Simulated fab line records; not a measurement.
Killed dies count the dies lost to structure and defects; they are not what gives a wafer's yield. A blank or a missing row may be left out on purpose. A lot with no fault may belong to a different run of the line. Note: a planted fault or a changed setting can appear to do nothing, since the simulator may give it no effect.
Split-lot experiment    flow n5 finfet    route with 1938 steps; 7 lots, 21 wafers read

== THE SPLIT ITSELF ==
At N5_BEOL_M7_TRENCH_ETCH_37 (etches SiCOH lowk in C4F6/O2, target depth 93.478 nm, time 31.2 s), the setting source w was moved away from the recipe's 345 W on 5 of the 21 wafers read, by +13.3% to +17.6%. All remaining wafers had this setting at the recipe value.

== FROM THE SPLIT TO THE READING: what the file shows between them, 2 steps ==
- N5_BEOL_M7_ETCH_41: etches SiCN in CH3F/O2, target depth 31.9 nm, time 57.8 s
- N5_BEOL_M7_STRIP_80: strips in N2/H2, time 10 s

== THE READING ==
trench depth nm, in nm, at N5_BEOL_M7_OCD_MEAS_38. On this fab line, fault-free wafers typically give 94.1 nm with a standard deviation of 2 nm.

wafer   tool, chamber at the split  source w as run, W  against the recipe  trench depth nm, nm  against lot-mates on the recipe
L074.3  rie diel-01, 3              390.8               +13.3%              95.7                 +1.9
L074.5  rie diel-01, 2              345                 recipe              93.8                 -
L074.6  rie diel-01, 3              390.8               +13.3%              95.5                 +1.7
L077.1  rie diel-06, 3              345                 recipe              95.3                 -
L077.2  rie diel-06, 1              345                 recipe              94.8                 -
L077.3  rie diel-06, 2              345                 recipe              96.5                 -
L078.1  rie diel-02, 0              345                 recipe              91.7                 -
L078.4  rie diel-02, 1              345                 recipe              92.8                 -
L078.5  rie diel-02, 1              345                 recipe              92.4                 -
L082.1  rie diel-06, 2              345                 recipe              95.4                 -
L082.2  rie diel-06, 3              345                 recipe              92.8                 -
L082.6  rie diel-06, 1              345                 recipe              95.4                 -
L084.2  rie diel-06, 0              345                 recipe              97.6                 -
L084.4  rie diel-06, 2              345                 recipe              97.2                 -
L084.5  rie diel-06, 0              345                 recipe              96.9                 -
L093.1  rie diel-02, 0              345                 recipe              92.4                 -
L093.4  rie diel-02, 1              345                 recipe              92.6                 -
L093.6  rie diel-02, 0              401.7               +16.4%              98.3                 +5.8
L094.2  rie diel-06, 3              345                 recipe              96.7                 -
L094.4  rie diel-06, 0              405.7               +17.6%              104.2                +7.5
L094.5  rie diel-06, 3              405.7               +17.6%              102.1                +5.4

FIT RESULTS
A straight line over all 21 wafers: trench depth nm changes by +0.316 nm for each +1% of source w; r = +0.69; the points scatter about the line by 2.3 nm.
The same after taking each lot's own level away (the mean of its wafers on the recipe; 21 wafers): +0.302 nm for each +1%; r = +0.89; scatter 1.1 nm.
The reading moves by 5.3 nm for the largest change in source w, on that fit.
Measured against the standard deviation above, the lots' own levels, which go from 92.30 to 97.23 nm, span 2.5 times it.
So the lot-to-lot level blurs the effect unless lot-mates are compared.
Check: for one of the wafers moved furthest among these (+17.6%), held out of the fit, the line's prediction against its lot-mates is +4.5 nm. It came out at +7.5 nm against them.
Tool readings at the split's step, against how far the setting was moved: rf vpp V r = -0.88.

== THESE WAFERS: OTHER SPLITS ==
Before the reading, these wafers also passed through other splits. Each is held against what the fit with the lots' levels taken away leaves over:
other split on the same wafers  wafers away from the commonest value  r with trench depth nm (lot level and that fit taken away)
N5_BEOL_M7_DESCUM_33 time s     6                                     -0.44

== THE WHOLE CHAIN: every reading that the file lists as answering this split, in the file's order ==
step                       what it does                                                       reading                                                                    change (the file's fit)                r (the file's)
N5_BEOL_M7_TRENCH_ETCH_37  etches SiCOH lowk in C4F6/O2, target depth 93.478 nm, time 31.2 s  rf vpp V                                                                   -2.86 V for each +1% of the setting    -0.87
N5_BEOL_M7_TRENCH_ETCH_37  etches SiCOH lowk in C4F6/O2, target depth 93.478 nm, time 31.2 s  etch.depth nm (the simulator's own value, which no gauge read)             +0.32 nm for each +1% of the setting   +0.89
N5_BEOL_M7_TRENCH_ETCH_37  etches SiCOH lowk in C4F6/O2, target depth 93.478 nm, time 31.2 s  BEOL_M7.feature depth nm (the simulator's own value, which no gauge read)  +0.316 nm for each +1% of the setting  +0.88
N5_BEOL_M7_OCD_MEAS_38                                                                        trench depth nm                                                            +0.305 nm for each +1% of the setting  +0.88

== FILE'S OWN FIT ==
trench depth nm changes by +0.305 nm for each +1% of source w, r = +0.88.
